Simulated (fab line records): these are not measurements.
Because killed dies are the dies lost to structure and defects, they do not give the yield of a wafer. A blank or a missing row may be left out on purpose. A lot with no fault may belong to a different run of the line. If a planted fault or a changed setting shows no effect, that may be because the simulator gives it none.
Which of the tools did it? / flow nand-harc / 13 lots with 39 wafers sampled at 5 steps, on a route of 1302 steps

== WHAT THE GAUGES READ, wafer by wafer ==
NHARC_END_SORT_01.
lot=L883; measured=day 25 12:58; on=prober-02; killed-at-array=68 75 59; killed-at-other=0 0 0; killed-at-periphery=2 1 1; killed-dies=70 76 60; killed-open=4 3 2; killed-short=2 4 1
lot=L884; measured=day 25 17:46; on=prober-01; killed-at-array=52 39 49; killed-at-other=0 0 1; killed-at-periphery=3 0 1; killed-dies=55 39 51; killed-open=1 0 3; killed-short=4 1 5
lot=L885; measured=day 26 15:25; on=prober-02; killed-at-array=72 56 63; killed-at-other=0 1 2; killed-at-periphery=7 7 6; killed-dies=79 64 71; killed-open=2 9 9; killed-short=3 1 5
lot=L886; measured=day 27 21:47; on=prober-02; killed-at-array=51 62 64; killed-at-other=0 0 0; killed-at-periphery=1 2 0; killed-dies=52 64 64; killed-open=2 4 2; killed-short=4 3 4
lot=L888; measured=day 27 15:38; on=prober-02; killed-at-array=26 671 675; killed-at-other=0 0 0; killed-at-periphery=8 6 2; killed-dies=34 677 677; killed-open=2 2 5; killed-short=3 0 4
lot=L889; measured=day 28 06:38; on=prober-01; killed-at-array=33 675 672; killed-at-other=0 0 3; killed-at-periphery=2 2 2; killed-dies=35 677 677; killed-open=4 3 4; killed-short=3 1 1
lot=L890; measured=day 28 18:31; on=prober-02; killed-at-array=71 87 65; killed-at-other=2 1 2; killed-at-periphery=3 2 2; killed-dies=76 90 69; killed-open=2 6 2; killed-short=4 5 0
lot=L897; measured=day 30 22:01; on=prober-01; killed-at-array=32 29 23; killed-at-other=2 5 2; killed-at-periphery=2 4 5; killed-dies=36 38 30; killed-open=3 7 7; killed-short=3 1 5
lot=L898; measured=day 31 23:44; on=prober-01; killed-at-array=62 49 46; killed-at-other=1 1 0; killed-at-periphery=8 4 5; killed-dies=71 54 51; killed-open=5 2 5; killed-short=3 3 0
lot=L901; measured=day 32 18:44; on=prober-01; killed-at-array=67 48 52; killed-at-other=1 1 1; killed-at-periphery=4 3 5; killed-dies=72 52 58; killed-open=5 1 2; killed-short=2 1 4
lot=L900; measured=day 32 21:01; on=prober-02; killed-at-array=78 76 80; killed-at-other=0 0 0; killed-at-periphery=1 3 4; killed-dies=79 79 84; killed-open=4 6 2; killed-short=1 2 4
lot=L903; measured=day 33 04:50; on=prober-02; killed-at-array=69 75 79; killed-at-other=0 0 0; killed-at-periphery=6 0 9; killed-dies=75 75 88; killed-open=2 2 3; killed-short=7 6 1
lot=L902; measured=day 33 03:29; on=prober-01; killed-at-array=53 37 50; killed-at-other=0 2 0; killed-at-periphery=13 5 3; killed-dies=66 44 53; killed-open=2 3 5; killed-short=6 0 2

== WHICH TOOL RAN EACH LOT (tool, then ch and the chambers of the sampled wafers, then the start) ==
lot=L883; NHARC_A_WL_FILL_RTA_01=rtp-anneal-01 ch 0, day 21 07:23; NHARC_A_WL_FILL_ETCHBACK_05=rie-metal-03 ch 0,1, day 21 08:42; NHARC_A_WL_FILL_ETCHBACK_17=rie-metal-03 ch 1, day 21 18:41; NHARC_A_WL_FILL_ALD_19=ald-metal-01 ch 1,2,3, day 22 00:08
lot=L884; NHARC_A_WL_FILL_RTA_01=rtp-anneal-02 ch 0, day 21 13:29; NHARC_A_WL_FILL_ETCHBACK_05=rie-metal-01 ch 0,1, day 21 14:50; NHARC_A_WL_FILL_ETCHBACK_17=rie-metal-01 ch 0,1, day 22 01:16; NHARC_A_WL_FILL_ALD_19=ald-metal-04 ch 0,3, day 22 06:46
lot=L885; NHARC_A_WL_FILL_RTA_01=rtp-anneal-02 ch 0, day 22 14:53; NHARC_A_WL_FILL_ETCHBACK_05=rie-metal-01 ch 0, day 22 16:11; NHARC_A_WL_FILL_ETCHBACK_17=rie-metal-03 ch 0,1, day 23 03:02; NHARC_A_WL_FILL_ALD_19=ald-metal-01 ch 1,2,3, day 23 08:23
lot=L886; NHARC_A_WL_FILL_RTA_01=rtp-anneal-01 ch 0, day 23 06:40; NHARC_A_WL_FILL_ETCHBACK_05=rie-metal-02 ch 0,1, day 23 08:01; NHARC_A_WL_FILL_ETCHBACK_17=rie-metal-01 ch 0,1, day 23 19:19; NHARC_A_WL_FILL_ALD_19=ald-metal-04 ch 0,3, day 24 00:49
lot=L888; NHARC_A_WL_FILL_RTA_01=rtp-anneal-01 ch 0, day 23 18:03; NHARC_A_WL_FILL_ETCHBACK_05=rie-metal-03 ch 0,1, day 23 19:22; NHARC_A_WL_FILL_ETCHBACK_17=rie-metal-03 ch 0,1, day 24 06:32; NHARC_A_WL_FILL_ALD_19=ald-metal-01 ch 0,1, day 24 12:02
lot=L889; NHARC_A_WL_FILL_RTA_01=rtp-anneal-02 ch 0, day 24 02:07; NHARC_A_WL_FILL_ETCHBACK_05=rie-metal-02 ch 0,1, day 24 03:26; NHARC_A_WL_FILL_ETCHBACK_17=rie-metal-01 ch 0,1, day 24 13:49; NHARC_A_WL_FILL_ALD_19=ald-metal-01 ch 0,1,3, day 24 19:19
lot=L890; NHARC_A_WL_FILL_RTA_01=rtp-anneal-02 ch 0, day 24 14:56; NHARC_A_WL_FILL_ETCHBACK_05=rie-metal-02 ch 1, day 24 16:12; NHARC_A_WL_FILL_ETCHBACK_17=rie-metal-03 ch 0,1, day 25 04:12; NHARC_A_WL_FILL_ALD_19=ald-metal-04 ch 1,2,3, day 25 09:39
lot=L897; NHARC_A_WL_FILL_RTA_01=rtp-anneal-02 ch 0, day 26 20:17; NHARC_A_WL_FILL_ETCHBACK_05=rie-metal-02 ch 0,1, day 26 21:37; NHARC_A_WL_FILL_ETCHBACK_17=rie-metal-03 ch 0,1, day 27 07:59; NHARC_A_WL_FILL_ALD_19=ald-metal-03 ch 0,1,2, day 27 13:31
lot=L898; NHARC_A_WL_FILL_RTA_01=rtp-anneal-02 ch 0, day 27 20:55; NHARC_A_WL_FILL_ETCHBACK_05=rie-metal-02 ch 1, day 27 22:10; NHARC_A_WL_FILL_ETCHBACK_17=rie-metal-03 ch 0,1, day 28 08:25; NHARC_A_WL_FILL_ALD_19=ald-metal-01 ch 0,1,2, day 28 13:58
lot=L901; NHARC_A_WL_FILL_RTA_01=rtp-anneal-02 ch 0, day 28 14:20; NHARC_A_WL_FILL_ETCHBACK_05=rie-metal-01 ch 0, day 28 15:48; NHARC_A_WL_FILL_ETCHBACK_17=rie-metal-01 ch 0, day 29 03:14; NHARC_A_WL_FILL_ALD_19=ald-metal-03 ch 0,3, day 29 08:46
lot=L900; NHARC_A_WL_FILL_RTA_01=rtp-anneal-01 ch 0, day 28 14:29; NHARC_A_WL_FILL_ETCHBACK_05=rie-metal-03 ch 0,1, day 28 15:45; NHARC_A_WL_FILL_ETCHBACK_17=rie-metal-03 ch 0,1, day 29 03:13; NHARC_A_WL_FILL_ALD_19=ald-metal-01 ch 1,2,3, day 29 08:44
lot=L903; NHARC_A_WL_FILL_RTA_01=rtp-anneal-01 ch 0, day 28 23:34; NHARC_A_WL_FILL_ETCHBACK_05=rie-metal-03 ch 0,1, day 29 00:55; NHARC_A_WL_FILL_ETCHBACK_17=rie-metal-03 ch 0,1, day 29 11:53; NHARC_A_WL_FILL_ALD_19=ald-metal-04 ch 1,2, day 29 17:19
lot=L902; NHARC_A_WL_FILL_RTA_01=rtp-anneal-02 ch 0, day 29 04:17; NHARC_A_WL_FILL_ETCHBACK_05=rie-metal-01 ch 0, day 29 05:44; NHARC_A_WL_FILL_ETCHBACK_17=rie-metal-02 ch 1, day 29 16:31; NHARC_A_WL_FILL_ALD_19=ald-metal-03 ch 0,3, day 29 22:01
- NHARC_A_WL_FILL_RTA_01: time 5 s.
- NHARC_A_WL_FILL_ETCHBACK_05: etches the open film in Cl2/BCl3, target depth 22 nm, time 60 s.
- NHARC_A_WL_FILL_ETCHBACK_17: etches the open film in Cl2/BCl3, target depth 4 nm, time 26.7 s.
- NHARC_A_WL_FILL_ALD_19: deposits TiN, target thk 2 nm, pulse time 3 s, ald cycles 100.

== WHAT THE TOOLS THEMSELVES READ (means of the sampled wafers that have a number; where no wafer has one, the mark that the record gives instead) ==
NHARC_A_WL_FILL_RTA_01.
lot=L883; tool=rtp-anneal-01; lamp-power-pct (%)=25.3; wafer_temp_C_max=1005.0
lot=L884; tool=rtp-anneal-02; lamp-power-pct (%)=30.7; wafer_temp_C_max=1004.1
lot=L885; tool=rtp-anneal-02; lamp-power-pct (%)=30.8; wafer_temp_C_max=1003.8
lot=L886; tool=rtp-anneal-01; lamp-power-pct (%)=25.4; wafer_temp_C_max=1005.4
lot=L888; tool=rtp-anneal-01; lamp-power-pct (%)=25.4; wafer_temp_C_max=1005.9
lot=L889; tool=rtp-anneal-02; lamp-power-pct (%)=30.7; wafer_temp_C_max=1003.7
lot=L890; tool=rtp-anneal-02; lamp-power-pct (%)=30.7; wafer_temp_C_max=1003.6
lot=L897; tool=rtp-anneal-02; lamp-power-pct (%)=30.8; wafer_temp_C_max=1002.9
lot=L898; tool=rtp-anneal-02; lamp-power-pct (%)=30.8; wafer_temp_C_max=1003.8
lot=L901; tool=rtp-anneal-02; lamp-power-pct (%)=30.7; wafer_temp_C_max=1003.5
lot=L900; tool=rtp-anneal-01; lamp-power-pct (%)=25.4; wafer_temp_C_max=1004.9
lot=L903; tool=rtp-anneal-01; lamp-power-pct (%)=25.4; wafer_temp_C_max=1006.4
lot=L902; tool=rtp-anneal-02; lamp-power-pct (%)=30.7; wafer_temp_C_max=1003.0

NHARC_A_WL_FILL_ETCHBACK_05.
lot=L883; tool=rie-metal-03; drypump-motor-current-A (A)=5.8; oes-product-au (a.u.)=1.013
lot=L884; tool=rie-metal-01; drypump-motor-current-A (A)=5.7; oes-product-au (a.u.)=1.009
lot=L885; tool=rie-metal-01; drypump-motor-current-A (A)=5.6; oes-product-au (a.u.)=1.007
lot=L886; tool=rie-metal-02; drypump-motor-current-A (A)=5.9; oes-product-au (a.u.)=0.979
lot=L888; tool=rie-metal-03; drypump-motor-current-A (A)=5.3; oes-product-au (a.u.)=1.010
lot=L889; tool=rie-metal-02; drypump-motor-current-A (A)=6.0; oes-product-au (a.u.)=0.993
lot=L890; tool=rie-metal-02; drypump-motor-current-A (A)=5.9; oes-product-au (a.u.)=0.980
lot=L897; tool=rie-metal-02; drypump-motor-current-A (A)=6.0; oes-product-au (a.u.)=0.982
lot=L898; tool=rie-metal-02; drypump-motor-current-A (A)=5.9; oes-product-au (a.u.)=0.989
lot=L901; tool=rie-metal-01; drypump-motor-current-A (A)=5.6; oes-product-au (a.u.)=0.989
lot=L900; tool=rie-metal-03; drypump-motor-current-A (A)=5.8; oes-product-au (a.u.)=0.998
lot=L903; tool=rie-metal-03; drypump-motor-current-A (A)=5.8; oes-product-au (a.u.)=1.002
lot=L902; tool=rie-metal-01; drypump-motor-current-A (A)=5.6; oes-product-au (a.u.)=0.992

NHARC_A_WL_FILL_ETCHBACK_17.
lot=L883; tool=rie-metal-03; drypump-motor-current-A (A)=6.3; oes-product-au (a.u.)=1.011
lot=L884; tool=rie-metal-01; drypump-motor-current-A (A)=5.9; oes-product-au (a.u.)=1.001
lot=L885; tool=rie-metal-03; drypump-motor-current-A (A)=5.8; oes-product-au (a.u.)=0.999
lot=L886; tool=rie-metal-01; drypump-motor-current-A (A)=5.7; oes-product-au (a.u.)=1.014
lot=L888; tool=rie-metal-03; drypump-motor-current-A (A)=5.3; oes-product-au (a.u.)=1.003
lot=L889; tool=rie-metal-01; drypump-motor-current-A (A)=5.7; oes-product-au (a.u.)=1.009
lot=L890; tool=rie-metal-03; drypump-motor-current-A (A)=5.3; oes-product-au (a.u.)=1.003
lot=L897; tool=rie-metal-03; drypump-motor-current-A (A)=5.3; oes-product-au (a.u.)=1.009
lot=L898; tool=rie-metal-03; drypump-motor-current-A (A)=5.8; oes-product-au (a.u.)=1.007
lot=L901; tool=rie-metal-01; drypump-motor-current-A (A)=5.6; oes-product-au (a.u.)=0.988
lot=L900; tool=rie-metal-03; drypump-motor-current-A (A)=5.8; oes-product-au (a.u.)=0.994
lot=L903; tool=rie-metal-03; drypump-motor-current-A (A)=5.3; oes-product-au (a.u.)=1.007
lot=L902; tool=rie-metal-02; drypump-motor-current-A (A)=5.9; oes-product-au (a.u.)=0.982

NHARC_A_WL_FILL_ALD_19.
lot=L883; tool=ald-metal-01; heater-power-outer-w (W)=769; heater-power-w (W)=1214; precursor-pulse-height-rel=1.005
lot=L884; tool=ald-metal-04; heater-power-outer-w (W)=624; heater-power-w (W)=1029; precursor-pulse-height-rel=0.993
lot=L885; tool=ald-metal-01; heater-power-outer-w (W)=766; heater-power-w (W)=1190; precursor-pulse-height-rel=1.000
lot=L886; tool=ald-metal-04; heater-power-outer-w (W)=620; heater-power-w (W)=1027; precursor-pulse-height-rel=1.011
lot=L888; tool=ald-metal-01; heater-power-outer-w (W)=686; heater-power-w (W)=1057; precursor-pulse-height-rel=1.008
lot=L889; tool=ald-metal-01; heater-power-outer-w (W)=701; heater-power-w (W)=1069; precursor-pulse-height-rel=0.995
lot=L890; tool=ald-metal-04; heater-power-outer-w (W)=690; heater-power-w (W)=1071; precursor-pulse-height-rel=0.983
lot=L897; tool=ald-metal-03; heater-power-outer-w (W)=671; heater-power-w (W)=1077; precursor-pulse-height-rel=0.997
lot=L898; tool=ald-metal-01; heater-power-outer-w (W)=744; heater-power-w (W)=1192; precursor-pulse-height-rel=0.995
lot=L901; tool=ald-metal-03; heater-power-outer-w (W)=591; heater-power-w (W)=997; precursor-pulse-height-rel=0.996
lot=L900; tool=ald-metal-01; heater-power-outer-w (W)=787; heater-power-w (W)=1197; precursor-pulse-height-rel=0.987
lot=L903; tool=ald-metal-04; heater-power-outer-w (W)=692; heater-power-w (W)=1056; precursor-pulse-height-rel=0.985
lot=L902; tool=ald-metal-03; heater-power-outer-w (W)=607; heater-power-w (W)=997; precursor-pulse-height-rel=0.977

== THE ANSWER, worked out from the rows above alone ==
Rule: what is usual is taken from the lots themselves. Put in order of their means at a reading, lots are off if they are a third of the lots or fewer, leave a main group of 4 or more, and stand apart from it by a gap of 3 or more times the standard deviation of the main group's means; of several such gaps the widest counts. Not used: any main group whose means are identical at the precision the tables above print for the reading. Also off: a lot with no number at a reading for which 4 or more lots have one. Where the step has rows for the other lots, those lots are counted as sound. First the gauges in route order, then the tools' own readings, where a lot's mean is used as printed above. The first step at which some lot is off is used, and at that step the reading that is off furthest; a lot without a number counts as furthest.
Off, at NHARC_END_SORT_01 on killed-dies: L888, L889. Mean 63 and standard deviation 14 in the main group.
A tool fits if, at a process step before that reading, it ran every lot that is off, and no sound lot after the first of them. Those tools and the gauges at NHARC_END_SORT_01 are tried in the same way. Not one of the candidates tried fits.

== WHAT THE SIMULATOR HAD PUT IN ==
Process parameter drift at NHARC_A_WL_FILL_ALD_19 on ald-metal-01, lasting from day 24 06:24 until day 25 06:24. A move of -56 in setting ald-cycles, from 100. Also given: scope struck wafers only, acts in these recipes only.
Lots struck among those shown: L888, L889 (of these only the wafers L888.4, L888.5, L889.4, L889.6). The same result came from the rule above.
